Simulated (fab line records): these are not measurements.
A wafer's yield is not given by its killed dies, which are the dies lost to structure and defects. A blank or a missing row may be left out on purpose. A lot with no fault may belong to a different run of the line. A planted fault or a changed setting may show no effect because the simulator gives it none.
Matching of chambers :: flow n5_finfet :: N5_MIM_BOT_ETCH_STRIP_01 on rie_diel-01: 4 sister chambers
The step strips in O2. 14 wafers are shown with their chamber, then 7 later ones without.

## WAFERS, EACH WITH ITS CHAMBER
wafer: L753.2
chamber: 1
showerhead_plenum_p_Torr (Torr): 2.21
drypump_motor_current_A (A): 5.1
oes_product_au (a.u.): 0.82

wafer: L753.3
chamber: 0
showerhead_plenum_p_Torr (Torr): 2.10
drypump_motor_current_A (A): 5.8
oes_product_au (a.u.): 0.77

wafer: L753.5
chamber: 1
showerhead_plenum_p_Torr (Torr): 2.21
drypump_motor_current_A (A): 5.1
oes_product_au (a.u.): 0.81

wafer: L755.1
chamber: 3
showerhead_plenum_p_Torr (Torr): 2.04
drypump_motor_current_A (A): 6.3
oes_product_au (a.u.): 0.82

wafer: L755.4
chamber: 0
showerhead_plenum_p_Torr (Torr): 2.10
drypump_motor_current_A (A): 5.7
oes_product_au (a.u.): 0.74

wafer: L755.6
chamber: 0
showerhead_plenum_p_Torr (Torr): 2.10
drypump_motor_current_A (A): 5.7
oes_product_au (a.u.): 0.75

wafer: L756.4
chamber: 2
showerhead_plenum_p_Torr (Torr): 2.22
drypump_motor_current_A (A): 5.3
oes_product_au (a.u.): 0.85

wafer: L756.5
chamber: 2
showerhead_plenum_p_Torr (Torr): 2.22
drypump_motor_current_A (A): 5.3
oes_product_au (a.u.): 0.83

wafer: L756.6
chamber: 1
showerhead_plenum_p_Torr (Torr): 2.21
drypump_motor_current_A (A): 5.0
oes_product_au (a.u.): 0.80

wafer: L763.1
chamber: 3
showerhead_plenum_p_Torr (Torr): 2.04
drypump_motor_current_A (A): 6.3
oes_product_au (a.u.): 0.79

wafer: L763.4
chamber: 1
showerhead_plenum_p_Torr (Torr): 2.20
drypump_motor_current_A (A): 5.1
oes_product_au (a.u.): 0.79

wafer: L763.5
chamber: 0
showerhead_plenum_p_Torr (Torr): 2.09
drypump_motor_current_A (A): 5.7
oes_product_au (a.u.): 0.74

wafer: L766.3
chamber: 0
showerhead_plenum_p_Torr (Torr): 2.09
drypump_motor_current_A (A): 5.7
oes_product_au (a.u.): 0.74

wafer: L766.4
chamber: 3
showerhead_plenum_p_Torr (Torr): 2.04
drypump_motor_current_A (A): 6.3
oes_product_au (a.u.): 0.80

SIGNATURES, as means of the wafers listed above
reading: showerhead_plenum_p_Torr
chamber 0: 2.0960
chamber 1: 2.2075
chamber 2: 2.2200
chamber 3: 2.0400
scatter within a chamber: 0.00442

reading: drypump_motor_current_A
chamber 0: 5.720
chamber 1: 5.075
chamber 2: 5.300
chamber 3: 6.300
scatter within a chamber: 0.0394

reading: oes_product_au
chamber 0: 0.7480
chamber 1: 0.8050
chamber 2: 0.8400
chamber 3: 0.8033
scatter within a chamber: 0.0136
Rule: distance of a wafer from a chamber = root of the sum over the readings of ((wafer's reading minus chamber's mean) / reading's scatter) squared. If the next closest chamber is less than 2 further off than the closest, the wafer can't be placed; otherwise it belongs to the closest. The scatter: the root of (the sum of the squares of (reading less its chamber's mean) over the shown wafers, divided by (wafers less chambers)).

## WAFERS WHOSE CHAMBER IS MISSING
wafer: L766.6
showerhead_plenum_p_Torr (Torr): 2.21
drypump_motor_current_A (A): 5.3
oes_product_au (a.u.): 0.81

wafer: L773.2
showerhead_plenum_p_Torr (Torr): 2.20
drypump_motor_current_A (A): 5.3
oes_product_au (a.u.): 0.78

wafer: L773.4
showerhead_plenum_p_Torr (Torr): 2.09
drypump_motor_current_A (A): 5.8
oes_product_au (a.u.): 0.72

wafer: L773.6
showerhead_plenum_p_Torr (Torr): 2.03
drypump_motor_current_A (A): 6.3
oes_product_au (a.u.): 0.79

wafer: L774.1
showerhead_plenum_p_Torr (Torr): 2.20
drypump_motor_current_A (A): 5.3
oes_product_au (a.u.): 0.78

wafer: L774.2
showerhead_plenum_p_Torr (Torr): 2.03
drypump_motor_current_A (A): 6.3
oes_product_au (a.u.): 0.78

wafer: L774.5
showerhead_plenum_p_Torr (Torr): 2.19
drypump_motor_current_A (A): 5.2
oes_product_au (a.u.): 0.76

## WHICH CHAMBER EACH WENT THROUGH
wafer: L766.6
from the rows above: 2
in truth: 2

wafer: L773.2
from the rows above: can't be placed: 1 or 2
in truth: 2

wafer: L773.4
from the rows above: 0
in truth: 0

wafer: L773.6
from the rows above: 3
in truth: 3

wafer: L774.1
from the rows above: can't be placed: 1 or 2
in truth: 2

wafer: L774.2
from the rows above: 3
in truth: 3

wafer: L774.5
from the rows above: 1
in truth: 1
Correctly placed: 5 of 7. From these rows, 2 cannot be placed; in 2 the true chamber is one of the candidates. 0 placed wrongly.
